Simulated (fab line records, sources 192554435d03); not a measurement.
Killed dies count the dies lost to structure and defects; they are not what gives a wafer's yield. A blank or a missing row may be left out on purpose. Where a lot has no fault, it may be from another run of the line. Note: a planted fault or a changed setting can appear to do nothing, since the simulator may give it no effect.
fab line records	flow n5-finfet
[record] lots = 10	wafers = 27	last-day = 18
route steps=1938 shown HKMG_FIN@388 BEOL_M4@1100 BEOL_M5@1113 PASSIVATION@1936
lots with no fault: from the same line, run without faults
start-h: start of the lot's first displayed wafer, in hours after the record's first day	wait-h: how many hours have passed since the lot's step before this one	" repeats the value in the row above	L1.1+2: a single row standing in for several wafers	- value missing, or start not given	* or withheld: withheld	< > ~ a bound
route shown NAME@n: NAME is a module with steps in the file, n the number in the route of the first one	usual: mean and standard deviation over wafers with no fault	same: alike in all rows	chamber/n: place in a boat	sites: each site's reading	_std_site: standard deviation across them	_edge_site: the outer-site mean with the inner-site mean subtracted	radius-mm: how far each site lies from the wafer's centre	mask NAME#n: copy n	behind: tool/chamber where the wafer was last shaped	hold: why the lot was held/for how many hours/how that ended	device: whichever transistor did not switch (one of n, p or np)	end of line: tests run on the same wafers once the route is complete	a step given without rows: its recipe and nothing more	killed: dies lost to structure and defects at the first sort, not the wafer's yield	map: a wafer's dies, marking killed ones x, the rest . and places with no die _
set.NAME: the run value of the setting; set.NAME@STEP: its run value at that earlier step	model.NAME: the simulator's own value behind a step, which no gauge read
the route's steps for a sample of lots (tables are steps, rows are wafers)
services: a tool's chamber out of use, with start hour (start-h, from the record's first day; less than 0 if before it), hours out, and reason
[[steps]]
[step N5_HKMG_FIN_ALD_74]
[recipe] material = La2O3	target-thk-a = 5	temp-c = 250	ald-precursor-family = La-Cp	ald-co-reactant = O3	pulse-time-s = 6	co-reactant-pulse-time-s = 1	purge-time-s = 3	co-reactant-purge-time-s = 3
[usual] heater-power-w = 353/27	precursor-pulse-height-rel = 1.001/0.021	susceptor-temp-C = 250.01/0.17
lot.wafer	tool	chamber	start-h	wait-h	heater-power-w	precursor-pulse-height-rel	susceptor-temp-C
L187.2	ald-hk-01	0	68.53	0.2	369	0.996	249.84
L187.3	"	3	"	"	334	0.985	250.06
L187.5	"	0	"	"	366	0.994	249.90
L188.2	ald-hk-02	3	75.87	0.2	386	0.976	250.17
L188.4	"	1	"	"	310	0.990	249.91
L188.6	"	0	"	"	304	0.970	249.90
L189.1	ald-hk-03	0	83.68	0.2	330	1.005	249.65
L189.2	"	3	"	"	343	0.991	249.83
L189.5	"	2	"	"	335	0.989	250.24
L190.2	ald-hk-01	3	88.45	0.2	342	1.028	249.90
L190.4	"	2	"	"	403	0.999	249.71
L190.6	"	1	"	"	345	1.004	250.14
L192.1	ald-hk-01	2	103.05	0.2	400	1.011	250.03
L192.2	"	0	"	"	363	0.981	250.05
L192.4	"	1	"	"	359	1.008	250.25
L194.2	ald-hk-01	2	112.73	0.2	414	0.967	250.03
L194.3	"	3	"	"	336	1.009	250.17
L197.2	ald-hk-01	0	128.96	0.2	365	1.030	249.90
L202.2	ald-hk-03	0	162.05	0.2	339	1.023	250.21
L202.3	"	3	"	"	342	0.983	249.77
L202.4	"	1	"	"	351	0.982	250.30
L206.2	ald-hk-01	0	185.89	0.2	369	0.975	249.93
L206.4	"	3	"	"	343	0.976	250.15
L206.6	"	2	"	"	406	1.000	250.26
L208.2	ald-hk-03	2	198.99	0.2	327	1.032	249.95
L208.5	"	2	"	"	337	1.015	249.94
L208.6	"	1	"	"	360	0.991	250.13
[step N5_BEOL_M4_SPUTTER_96]
[recipe] material = Cu	target-thk-a = 45	temp-c = -20	chamber-pressure-pa = 0.07	power-w = withheld	time-s = 8.29
[usual] susceptor-temp-C = -20.02/0.1	throttle-valve-pct = 30.3/0.83
lot.wafer	tool	chamber	start-h	wait-h	susceptor-temp-C	throttle-valve-pct
L187.2	pvd-sputter-02	-	197.21	0.1	-20.21	30.3
L187.3	"	-	"	"	-19.96	29.6
L187.5	"	-	"	"	-19.98	28.9
L188.2	pvd-sputter-02	-	201.05	0.1	-19.99	29.5
L188.4	"	-	"	"	-20.11	29.7
L188.6	"	-	"	"	-19.96	30.0
L190.2	pvd-sputter-02	-	202.93	0.1	-20.00	29.3
L190.4	"	-	"	"	-19.98	28.9
L190.6	"	-	"	"	-20.01	30.0
L189.1	pvd-sputter-02	-	220.90	0.1	-20.00	30.2
L189.2	"	-	"	"	-19.95	29.8
L189.5	"	-	"	"	-20.08	29.8
L192.1	pvd-sputter-01	-	222.54	0.1	-19.93	30.3
L192.2	"	-	"	"	-20.04	31.0
L192.4	"	-	"	"	-20.11	30.3
L194.2	pvd-sputter-02	-	233.26	0.1	-20.08	30.2
L194.3	"	-	"	"	-20.13	29.2
L197.2	pvd-sputter-01	-	255.84	0.1	-19.96	30.5
L202.2	pvd-sputter-02	-	279.02	0.1	-19.97	29.0
L202.3	"	-	"	"	-19.93	29.5
L202.4	"	-	"	"	-20.24	29.9
L206.2	pvd-sputter-03	-	309.86	0.1	-20.06	29.8
L206.4	"	-	"	"	-19.93	32.5
L206.6	"	-	"	"	-19.99	29.3
L208.2	pvd-sputter-01	-	316.38	0.1	-20.02	30.1
L208.5	"	-	"	"	-20.06	30.3
L208.6	"	-	"	"	-19.99	30.9
[step N5_BEOL_M4_INSPECT_59]
[recipe] inspect-instrument = darkfield	mode = post-dep
[usual] raw-defect-count = 71/26
lot.wafer	tool	chamber	start-h	wait-h	raw-defect-count
L187.2	defect-inspect-01	-	198.29	0.0	70
L187.3	"	-	"	"	49
L187.5	"	-	"	"	51
L188.2	defect-inspect-02	-	202.13	0.0	34
L188.4	"	-	"	"	45
L188.6	"	-	"	"	49
L190.2	defect-inspect-02	-	204.16	0.0	43
L190.4	"	-	"	"	72
L190.6	"	-	"	"	60
L189.1	defect-inspect-01	-	221.97	0.0	75
L189.2	"	-	"	"	56
L189.5	"	-	"	"	80
L192.1	defect-inspect-02	-	223.85	0.0	61
L192.2	"	-	"	"	36
L192.4	"	-	"	"	68
L194.2	defect-inspect-01	-	234.34	0.0	72
L194.3	"	-	"	"	90
L197.2	defect-inspect-02	-	256.92	0.0	86
L202.2	defect-inspect-02	-	280.11	0.0	71
L202.3	"	-	"	"	48
L202.4	"	-	"	"	37
L206.2	defect-inspect-02	-	310.94	0.0	115
L206.4	"	-	"	"	115
L206.6	"	-	"	"	125
L208.2	defect-inspect-02	-	317.46	0.0	61
L208.5	"	-	"	"	78
L208.6	"	-	"	"	75
[step N5_BEOL_M4_RC_MEAS_101]
[usual] DIBL_N = 36.4/1.4	DIBL_P = 36.4/1.5	IOFF_N = 0.156/0.022	IOFF_P = 0.210/0.023	IOFF_P_85C = 3.6/0.33	IOFF_P_LIN = 0.099/0.0086	IOFF_P_LONG = 0.000106/7.3e-06	ION_N = 675/9.1	ION_P = 463/5.7	SS_N = 71.6/0.45	SS_P = 73.3/0.56	VT_N = 250/3.1	VT_N_LVT = 99/3.1	VT_P = -250.3/2.3	VT_P_LONG = -275.4/2.8
lot.wafer	tool	chamber	start-h	wait-h	DIBL_N[mV/V]	DIBL_P[mV/V]	IOFF_N[nA/um]	IOFF_P[nA/um]	IOFF_P_85C[nA/um]	IOFF_P_LIN[nA/um]	IOFF_P_LONG[nA/um]	ION_N[uA/um]	ION_P[uA/um]	SS_N[mV/dec]	SS_P[mV/dec]	VT_N[mV]	VT_N_LVT[mV]	VT_P[mV]	VT_P_LONG[mV]
L187.2	prober-01	0	198.47	0.2	35.5	32.1	0.117	0.181	3.2	0.090	0.000112	667	459	71.3	73.0	259	107	-252.0	-275.3
L187.3	"	0	"	"	38.7	36.9	0.175	0.263	4.4	0.116	0.000106	674	463	72.3	73.6	249	99	-247.5	-274.5
L187.5	"	0	"	"	37.8	35.6	0.158	0.238	4.1	0.110	0.000113	680	465	72.1	74.2	251	101	-249.4	-275.8
L188.2	prober-01	0	202.31	0.2	36.4	38.4	0.172	0.220	3.7	0.101	0.000107	680	464	71.4	73.1	248	97	-247.6	-277.4
L188.4	"	0	"	"	34.4	36.0	0.147	0.183	3.2	0.089	0.000105	676	466	71.8	73.3	251	98	-254.1	-278.5
L188.6	"	0	"	"	35.7	37.3	0.159	0.201	3.5	0.094	0.000104	680	463	71.4	73.2	252	97	-251.3	-275.0
L190.2	prober-01	0	204.34	0.2	36.2	35.6	0.170	0.205	3.6	0.098	0.000101	681	461	72.0	73.3	244	96	-249.8	-277.0
L190.4	"	0	"	"	36.3	34.6	0.162	0.180	3.2	0.087	0.000101	673	455	71.7	73.7	249	97	-252.2	-279.6
L190.6	"	0	"	"	35.1	34.0	0.144	0.169	3.0	0.084	0.000102	677	454	71.5	73.6	250	99	-253.3	-280.6
L189.1	prober-02	0	222.00	0.0	34.5	34.8	0.139	0.180	3.2	0.091	0.00011	663	453	71.0	72.3	252	100	-248.9	-273.3
L189.2	"	0	"	"	35.7	36.9	0.163	0.217	3.7	0.103	0.000108	672	459	71.0	73.5	248	95	-248.0	-274.0
L189.5	"	0	"	"	35.5	37.1	0.166	0.213	3.6	0.101	0.00011	678	462	71.6	73.3	248	97	-248.4	-271.6
L192.1	prober-01	0	223.88	0.0	33.9	35.1	0.142	0.200	3.5	0.099	0.000116	676	467	71.2	72.2	248	99	-251.3	-272.0
L192.2	"	0	"	"	35.9	38.1	0.189	0.241	4.1	0.111	0.000114	688	465	72.3	73.4	245	94	-246.9	-273.1
L192.4	"	0	"	"	34.0	34.8	0.141	0.192	3.4	0.096	0.000117	663	462	70.7	72.0	251	99	-251.6	-272.4
L194.2	prober-02	0	234.52	0.2	37.4	37.3	0.160	0.195	3.4	0.093	9.7e-05	667	455	71.1	73.6	248	100	-254.0	-278.4
L194.3	"	0	"	"	37.6	37.7	0.155	0.079	1.6	0.037	5.7e-05	667	416	71.7	73.8	253	76	-278.8	-305.3
L197.2	prober-02	0	257.10	0.2	37.6	37.8	0.163	0.190	3.4	0.087	9.4e-05	677	453	72.0	73.5	249	97	-252.8	-281.8
L202.2	prober-01	0	280.29	0.2	36.2	33.8	0.155	0.191	3.4	0.095	0.000108	677	456	71.6	72.4	248	100	-249.8	-275.1
L202.3	"	0	"	"	37.6	36.6	0.175	0.228	3.8	0.107	0.00011	684	468	71.5	73.7	249	99	-247.9	-273.2
L202.4	"	0	"	"	37.3	36.0	0.173	0.223	3.8	0.106	0.000103	687	465	71.4	73.1	248	98	-247.1	-273.6
L206.2	prober-02	0	311.12	0.2	34.7	36.0	0.134	0.192	3.4	0.096	0.000112	678	465	71.1	72.3	252	100	-251.0	-274.4
L206.4	"	0	"	"	34.6	35.4	0.130	0.187	3.3	0.093	0.000109	661	459	71.7	72.1	251	99	-251.1	-274.5
L206.6	"	0	"	"	33.9	34.7	0.116	0.168	3.0	0.086	0.000111	665	456	71.0	72.4	254	103	-252.2	-274.6
L208.2	prober-01	0	317.64	0.2	37.2	37.8	0.178	0.224	3.8	0.103	0.000107	680	465	71.8	73.4	246	94	-249.6	-274.7
L208.5	"	0	"	"	38.5	37.8	0.199	0.230	3.9	0.104	0.000107	683	464	72.1	73.7	247	94	-250.2	-275.3
L208.6	"	0	"	"	36.9	36.5	0.160	0.202	3.5	0.094	0.000111	681	466	71.9	73.5	248	97	-252.1	-276.9
[step N5_BEOL_M5_CURE_79]
[recipe] temp-c = 385	time-s = 240	ambient = He/Ar	material = SiCOH_lowk
[usual] lamp-power-pct = 52.32/0.055	wafer_temp_C_max = 387.3/0.67
lot.wafer	tool	chamber	start-h	wait-h	lamp-power-pct	wafer_temp_C_max
L187.2	uv-cure-01	2	199.42	0.1	52.36	388.2
L187.3	"	2	"	"	52.29	387.6
L187.5	"	2	"	"	52.28	387.7
L188.2	uv-cure-02	0	203.36	0.2	52.32	386.0
L188.4	"	0	"	"	52.31	386.7
L188.6	"	0	"	"	52.27	386.6
L190.2	uv-cure-02	2	205.40	0.2	52.29	386.8
L190.4	"	2	"	"	52.32	386.6
L190.6	"	2	"	"	52.27	386.7
L189.1	uv-cure-03	2	223.03	0.0	52.32	387.6
L189.2	"	2	"	"	52.20	387.5
L189.5	"	2	"	"	52.32	387.7
L192.1	uv-cure-01	1	224.90	0.0	52.35	387.6
L192.2	"	1	"	"	52.36	387.3
L192.4	"	1	"	"	52.36	388.7
L194.2	uv-cure-02	0	235.47	0.1	52.27	387.0
L194.3	"	0	"	"	52.35	386.4
L197.2	uv-cure-02	1	258.04	0.1	52.31	387.0
L202.2	uv-cure-01	2	281.52	0.4	52.23	388.1
L202.3	"	2	"	"	52.37	388.2
L202.4	"	2	"	"	52.30	388.1
L206.2	uv-cure-03	2	312.06	0.1	52.34	387.2
L206.4	"	2	"	"	52.28	387.6
L206.6	"	2	"	"	52.33	387.8
L208.2	uv-cure-01	1	318.67	0.2	52.39	387.7
L208.5	"	1	"	"	52.39	388.5
L208.6	"	1	"	"	52.32	387.2
[step N5_PASSIVATION_PROBE_49]
[usual] defect-limited-yield = 91.5/1.3	killed_at_M0_to_M3 = 33/10	killed_at_M4_up = 13/4	killed-at-contacts = 12/6.3	killed-at-front-end = 39/11	killed-at-other = 3.4/2.6	killed-dies = 100/15	killed-open = 65/11	killed-short = 34/7.8	sort_bin_5_function = 5.0/0.89	sort_bin_6_memory = 3.2/0.58	sort_bin_8_speed = 0/0	sort-n-pass = 1080/15	sort-yield-pct = 91.5/1.3
[same] gross-dies = 1180	killed-at-back-side = 0	sort_bin_4_leakage[%] = 0
lot.wafer	tool	chamber	start-h	wait-h	defect-limited-yield[%]	killed_at_M0_to_M3	killed_at_M4_up	killed-at-contacts	killed-at-front-end	killed-at-other	killed-dies	killed-open	killed-short	sort_bin_5_function[%]	sort_bin_6_memory[%]	sort_bin_8_speed[%]	sort-n-pass	sort-yield-pct[%]
L187.2	prober-01	-	299.09	0.1	92.0	14	16	19	45	0	94	67	27	4.7	3.1	0	1086	92.0
L187.3	prober-01	-	299.14	0.1	92.0	26	14	14	33	7	94	70	24	4.3	3.4	0	1086	92.0
L187.5	prober-01	-	299.24	0.2	89.3	33	21	25	40	7	126	89	37	6.9	3.5	0	1054	89.3
L188.2	prober-01	-	308.50	0.1	92.7	38	14	4	29	1	86	58	27	4.6	2.5	0	1094	92.7
L188.4	prober-01	-	308.60	0.2	91.4	30	15	14	40	3	102	58	38	5.1	2.9	0	1078	91.4
L188.6	prober-01	-	308.70	0.3	92.2	33	13	4	39	3	92	50	41	4.0	3.6	0	1088	92.2
L190.2	prober-01	-	312.88	0.1	91.6	39	12	11	37	0	99	67	30	4.7	3.5	0	1081	91.6
L190.4	prober-01	-	312.98	0.2	92.3	39	15	3	30	4	91	63	27	4.3	3.0	0	1089	92.3
L190.6	prober-01	-	313.08	0.3	94.2	11	14	9	31	3	68	48	18	2.8	2.6	0	1112	94.2
L189.1	prober-02	-	335.39	0.0	93.1	25	5	23	29	0	82	61	21	4.5	2.3	0	1098	93.1
L189.2	prober-02	-	335.44	0.1	90.6	40	9	20	39	3	111	74	33	5.8	3.0	0	1069	90.6
L189.5	prober-02	-	335.59	0.2	92.4	34	17	12	25	2	90	57	33	4.5	2.9	0	1090	92.4
L192.1	prober-02	-	338.18	0.0	91.3	25	16	15	44	3	103	70	31	5.1	3.4	0	1077	91.3
L192.2	prober-02	-	338.23	0.1	88.7	23	15	25	64	6	133	85	47	6.1	4.8	0	1047	88.7
L192.4	prober-02	-	338.33	0.2	90.7	33	8	11	56	2	110	76	32	4.8	4.0	0	1070	90.7
L194.2	prober-02	-	352.26	0.1	89.7	26	22	13	55	6	122	86	36	6.9	3.4	0	1058	89.7
L194.3	prober-02	-	352.31	0.2	91.1	31	18	7	46	3	105	78	26	5.3	3.5	86.78	51	4.3
L197.2	prober-01	-	369.42	0.1	90.1	50	12	7	43	5	117	74	42	5.5	4.1	0	1063	90.1
L202.2	prober-02	-	392.46	0.1	91.0	35	12	13	42	4	106	71	35	6.0	2.7	0	1074	91.0
L202.3	prober-02	-	392.51	0.1	92.4	39	8	10	30	3	90	50	39	3.8	3.1	0	1090	92.4
L202.4	prober-02	-	392.56	0.2	93.5	24	8	20	25	0	77	48	29	3.2	2.9	0	1103	93.5
L206.2	prober-02	-	418.81	0.1	89.8	41	12	13	52	2	120	75	43	6.4	3.6	0	1060	89.8
L206.4	prober-02	-	418.91	0.2	88.6	34	11	16	71	2	134	87	45	6.6	4.2	0	1046	88.6
L206.6	prober-02	-	419.01	0.3	90.6	35	11	4	58	3	111	73	37	5.8	3.2	0	1069	90.6
L208.2	prober-02	-	423.86	0.1	90.9	27	11	16	45	8	107	68	38	4.7	4.2	0	1073	90.9
L208.5	prober-02	-	424.01	0.2	92.5	23	12	16	24	13	88	68	19	4.1	3.3	0	1092	92.5
L208.6	prober-02	-	424.06	0.3	93.6	29	10	9	22	5	75	48	27	2.9	3.2	0	1105	93.6
// killed by level:class
L187.2 MOL_CONTACT_COAG:geometric-particle:open=17 FIN_SAQP:geometric-particle:short=13 FIN_SAQP:geometric-particle:open=13 STI_FIN_REVEAL:geometric-particle:open=9 BEOL_M4:geometric-particle:open=4 BEOL_M0_SAQP:geometric-particle:open=3 STARTING-WAFER:geometric-particle:open=3 GATE_CUT:geometric-particle:open=2
L187.3 MOL_CONTACT_COAG:geometric-particle:open=12 BEOL_M2:geometric-particle:open=8 BEOL_M4:geometric-particle:open=8 GATE_CUT:geometric-particle:short=7 GATE_CUT:geometric-particle:open=5 BEOL_M0_SAQP:geometric-particle:short=5 BEOL_M0_SAQP:geometric-particle:open=5 BEOL_M3:geometric-particle:open=5
L187.5 MOL_CONTACT_COAG:geometric-particle:open=20 STI_FIN_REVEAL:geometric-particle:open=14 BEOL_M2:geometric-particle:open=10 BEOL_M4:geometric-particle:open=9 BEOL_M0_SAQP:geometric-particle:short=9 BEOL_M5:geometric-particle:open=6 BEOL_M1:geometric-particle:open=5 STI_FIN_REVEAL:geometric-particle:short=5
L188.2 BEOL_M2:geometric-particle:open=11 FIN_SAQP:geometric-particle:open=8 BEOL_M0_SAQP:geometric-particle:short=6 BEOL_M1:geometric-particle:open=6 BEOL_M0_SAQP:geometric-particle:open=5 BEOL_M3:geometric-particle:open=5 ILD0:geometric-particle:short=4 ILD0:geometric-particle:open=4
L188.4 MOL_CONTACT_COAG:geometric-particle:open=13 BEOL_M0_SAQP:geometric-particle:open=9 BEOL_M0_SAQP:geometric-particle:short=8 FIN_SAQP:geometric-particle:short=6 FIN_SAQP:geometric-particle:open=6 BEOL_M1:geometric-particle:open=6 STI_FIN_REVEAL:geometric-particle:open=4 GATE_CUT:geometric-particle:open=4
L188.6 STI_FIN_REVEAL:geometric-particle:open=10 BEOL_M0_SAQP:geometric-particle:short=7 BEOL_M0_SAQP:geometric-particle:open=7 ILD0:geometric-particle:short=6 BEOL_M4:geometric-particle:short=6 FIN_SAQP:geometric-particle:open=5 GATE_CUT:geometric-particle:short=5 BEOL_M2:geometric-particle:open=5
L190.2 BEOL_M0_SAQP:geometric-particle:open=12 MOL_CONTACT_COAG:geometric-particle:open=11 BEOL_M0_SAQP:geometric-particle:short=9 STI_FIN_REVEAL:geometric-particle:open=8 BEOL_M4:geometric-particle:open=8 BEOL_M2:geometric-particle:open=7 FIN_SAQP:geometric-particle:open=6 BEOL_M1:geometric-particle:open=6
L190.4 BEOL_M1:geometric-particle:open=10 BEOL_M4:geometric-particle:open=8 FIN_SAQP:geometric-particle:open=7 BEOL_M0_SAQP:geometric-particle:open=7 STI_FIN_REVEAL:geometric-particle:open=6 GATE_CUT:geometric-particle:open=6 BEOL_M0_SAQP:geometric-particle:short=6 BEOL_M2:geometric-particle:open=4
L190.6 MOL_CONTACT_COAG:geometric-particle:open=8 STI_FIN_REVEAL:geometric-particle:open=7 BEOL_M4:geometric-particle:open=5 DUMMY_GATE:geometric-particle:open=4 STARTING-WAFER:geometric-particle:short=4 GATE_CUT:geometric-particle:open=3 BEOL_M0_SAQP:geometric-particle:short=3 FIN_SAQP:geometric-particle:open=2
L189.1 MOL_CONTACT_COAG:geometric-particle:open=20 BEOL_M0_SAQP:geometric-particle:open=7 FIN_SAQP:geometric-particle:open=6 BEOL_M0_SAQP:geometric-particle:short=6 BEOL_M3:geometric-particle:open=6 FIN_SAQP:geometric-particle:short=5 GATE_CUT:geometric-particle:open=4 BEOL_M4:geometric-particle:open=4
L189.2 MOL_CONTACT_COAG:geometric-particle:open=15 BEOL_M2:geometric-particle:open=13 BEOL_M3:geometric-particle:open=10 FIN_SAQP:geometric-particle:open=7 STI_FIN_REVEAL:geometric-particle:open=7 BEOL_M0_SAQP:geometric-particle:open=6 MOL_CONTACT_COAG:geometric-particle:short=5 BEOL_M0_SAQP:geometric-particle:short=4
L189.5 MOL_CONTACT_COAG:geometric-particle:open=10 BEOL_M0_SAQP:geometric-particle:short=8 BEOL_M0_SAQP:geometric-particle:open=6 BEOL_M2:geometric-particle:open=6 FIN_SAQP:geometric-particle:short=5 FIN_SAQP:geometric-particle:open=5 BEOL_M4:geometric-particle:open=5 BEOL_M1:geometric-particle:open=4
L192.1 STI_FIN_REVEAL:geometric-particle:open=15 MOL_CONTACT_COAG:geometric-particle:open=13 BEOL_M2:geometric-particle:open=8 BEOL_M0_SAQP:geometric-particle:open=7 BEOL_M4:geometric-particle:open=7 FIN_SAQP:geometric-particle:short=5 FIN_SAQP:geometric-particle:open=4 STI_FIN_REVEAL:geometric-particle:short=4
L192.2 MOL_CONTACT_COAG:geometric-particle:open=23 STI_FIN_REVEAL:geometric-particle:open=22 FIN_SAQP:geometric-particle:short=13 BEOL_M0_SAQP:geometric-particle:short=10 FIN_SAQP:geometric-particle:open=7 STI_FIN_REVEAL:geometric-particle:short=7 BEOL_M2:geometric-particle:open=6 BEOL_M4:geometric-particle:open=6
L192.4 FIN_SAQP:geometric-particle:open=15 FIN_SAQP:geometric-particle:short=12 BEOL_M0_SAQP:geometric-particle:open=12 MOL_CONTACT_COAG:geometric-particle:open=10 STI_FIN_REVEAL:geometric-particle:open=9 BEOL_M0_SAQP:geometric-particle:short=7 BEOL_M2:geometric-particle:open=6 BEOL_M3:geometric-particle:open=4
L194.2 BEOL_M4:geometric-particle:open=13 STI_FIN_REVEAL:geometric-particle:open=12 FIN_SAQP:geometric-particle:open=11 BEOL_M2:geometric-particle:open=11 MOL_CONTACT_COAG:geometric-particle:open=9 FIN_SAQP:geometric-particle:short=6 GATE_CUT:geometric-particle:short=5 ILD0:geometric-particle:open=5
L194.3 STI_FIN_REVEAL:geometric-particle:open=12 BEOL_M4:geometric-particle:open=11 BEOL_M2:geometric-particle:open=10 FIN_SAQP:geometric-particle:open=7 FIN_SAQP:geometric-particle:short=6 BEOL_M0:geometric-particle:open=6 DUMMY_GATE:geometric-particle:open=4 MOL_CONTACT_COAG:geometric-particle:open=4
L197.2 FIN_SAQP:geometric-particle:open=15 BEOL_M0_SAQP:geometric-particle:open=13 FIN_SAQP:geometric-particle:short=12 BEOL_M0_SAQP:geometric-particle:short=12 BEOL_M3:geometric-particle:open=11 MOL_CONTACT_COAG:geometric-particle:open=7 BEOL_M1:geometric-particle:open=6 BEOL_M4:geometric-particle:open=6
L202.2 BEOL_M0_SAQP:geometric-particle:open=12 FIN_SAQP:geometric-particle:short=10 MOL_CONTACT_COAG:geometric-particle:open=9 STI_FIN_REVEAL:geometric-particle:open=7 BEOL_M0_SAQP:geometric-particle:short=7 GATE_CUT:geometric-particle:open=6 GATE_CUT:geometric-particle:short=6 FIN_SAQP:geometric-particle:open=5
L202.3 BEOL_M0_SAQP:geometric-particle:short=11 FIN_SAQP:geometric-particle:short=9 MOL_CONTACT_COAG:geometric-particle:open=9 BEOL_M2:geometric-particle:open=8 GATE_CUT:geometric-particle:short=7 BEOL_M0_SAQP:geometric-particle:open=7 BEOL_M3:geometric-particle:open=5 BEOL_M1:geometric-particle:open=4
L202.4 MOL_CONTACT_COAG:geometric-particle:open=15 BEOL_M0_SAQP:geometric-particle:short=8 FIN_SAQP:geometric-particle:open=7 GATE_CUT:geometric-particle:short=6 BEOL_M3:geometric-particle:open=6 MOL_CONTACT_COAG:geometric-particle:short=5 FIN_SAQP:geometric-particle:short=3 STI_FIN_REVEAL:geometric-particle:open=3
L206.2 STI_FIN_REVEAL:geometric-particle:open=12 FIN_SAQP:geometric-particle:open=11 MOL_CONTACT_COAG:geometric-particle:open=9 BEOL_M2:geometric-particle:open=9 BEOL_M0_SAQP:geometric-particle:open=8 BEOL_M0_SAQP:geometric-particle:short=7 BEOL_M3:geometric-particle:open=6 BEOL_M4:geometric-particle:open=6
L206.4 STI_FIN_REVEAL:geometric-particle:open=15 FIN_SAQP:geometric-particle:open=13 MOL_CONTACT_COAG:geometric-particle:open=13 FIN_SAQP:geometric-particle:short=10 BEOL_M0_SAQP:geometric-particle:short=10 GATE_CUT:geometric-particle:short=7 BEOL_M0_SAQP:geometric-particle:open=7 DUMMY_GATE:geometric-particle:open=6
L206.6 STI_FIN_REVEAL:geometric-particle:open=16 FIN_SAQP:geometric-particle:open=14 BEOL_M0_SAQP:geometric-particle:short=9 BEOL_M3:geometric-particle:open=8 BEOL_M4:geometric-particle:open=6 BEOL_M0_SAQP:geometric-particle:open=6 FIN_SAQP:geometric-particle:short=3 SPACER0:geometric-particle:short=3
L208.2 MOL_CONTACT_COAG:geometric-particle:open=15 FIN_SAQP:geometric-particle:short=13 FIN_SAQP:geometric-particle:open=13 BEOL_M0_SAQP:geometric-particle:open=7 BEOL_M0_SAQP:geometric-particle:short=5 BEOL_M1:geometric-particle:open=5 BEOL_M5:geometric-particle:open=5 GATE_CUT:geometric-particle:short=4
L208.5 MOL_CONTACT_COAG:geometric-particle:open=13 FIN_SAQP:geometric-particle:open=10 BEOL_M1:geometric-particle:open=9 BEOL_M5:geometric-particle:open=5 DUMMY_GATE:geometric-particle:open=4 BEOL_M0_SAQP:geometric-particle:short=4 MIM_BOT:geometric-particle:open=4 PAD_METAL:geometric-particle:open=4
L208.6 MOL_CONTACT_COAG:geometric-particle:open=7 BEOL_M0_SAQP:geometric-particle:short=5 BEOL_M1:geometric-particle:open=5 BEOL_M5:geometric-particle:open=5 BEOL_M0_SAQP:geometric-particle:open=4 FIN_SAQP:geometric-particle:open=3 FIN_SAQP:geometric-particle:short=3 STI_FIN_REVEAL:geometric-particle:open=3
[[services]]
tool	chamber	start-h	hours	kind
uv-cure-01	-	66.34	7.5	pm
pvd-sputter-02	-	68.45	1.2	repair
ald-hk-03	-	75.76	1.3	repair
uv-cure-01	-	76.93	0.2	repair
uv-cure-01	-	82.66	2.9	repair
ald-hk-02	-	86.81	2.8	pm
uv-cure-01	-	114.42	1.0	pm
uv-cure-02	-	116.01	22.5	repair
uv-cure-03	-	120.22	0.5	repair
uv-cure-02	-	138.52	2.1	pm
pvd-sputter-01	-	139.40	1.8	repair
ald-hk-02	-	149.40	8.7	pm
uv-cure-03	-	154.69	3.4	pm
ald-hk-01	-	164.95	1.2	pm
ald-hk-03	-	166.26	0.4	repair
pvd-sputter-02	-	186.11	7.3	repair
uv-cure-02	-	190.27	1.0	pm
uv-cure-01	-	220.60	2.1	pm
pvd-sputter-01	-	283.92	0.7	repair
uv-cure-02	-	291.28	1.2	repair
[[key]]
[first-sign] step = N5_BEOL_M4_RC_MEAS_101	reading = VT_P	direction = down	sigmas = 12	usual = -250.3	struck = -278.8
[effect] step = N5_BEOL_M4_RC_MEAS_101	reading = VT_P_LONG	direction = down	sigmas = 11	usual = -275.4	struck = -305.3
[effect] step = N5_BEOL_M4_RC_MEAS_101	reading = ION_P	direction = down	sigmas = 8.2	usual = 463	struck = 416
[effect] step = N5_BEOL_M4_RC_MEAS_101	reading = VT_N_LVT	direction = down	sigmas = 7.6	usual = 99	struck = 76
[effect] step = N5_BEOL_M4_RC_MEAS_101	reading = IOFF_P_LIN	direction = down	sigmas = 7.2	usual = 0.099	struck = 0.037
[effect] step = N5_BEOL_M4_RC_MEAS_101	reading = IOFF_P_LONG	direction = down	sigmas = 6.7	usual = 0.000106	struck = 5.7e-05
[effect] step = N5_BEOL_M4_RC_MEAS_101	reading = IOFF_P_85C	direction = down	sigmas = 6.2	usual = 3.6	struck = 1.6
[effect] step = N5_BEOL_M4_RC_MEAS_101	reading = IOFF_P	direction = down	sigmas = 5.8	usual = 0.210	struck = 0.079
[effect] step = N5_PASSIVATION_PROBE_49	reading = sort_bin_8_speed	direction = up	sigmas = 99+	usual = 0	struck = 86.78
met-at N5_HKMG_FIN_ALD_74
struck-lots L194
struck-wafers L194.3
not-acting-at N5_BEOL_M4_SPUTTER_96,N5_BEOL_M4_INSPECT_59,N5_BEOL_M5_CURE_79
onset-between 103.05 112.73
[fault] kind = process-parameter-drift	tool = ald-hk-01	chamber = -	onset-h = 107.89	steps = N5_HKMG_FIN_ALD_74	channel = target-thk-a	offset = *	shape = step	end-h = 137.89	scope = struck-wafers-only	acts-in = *	stated = *
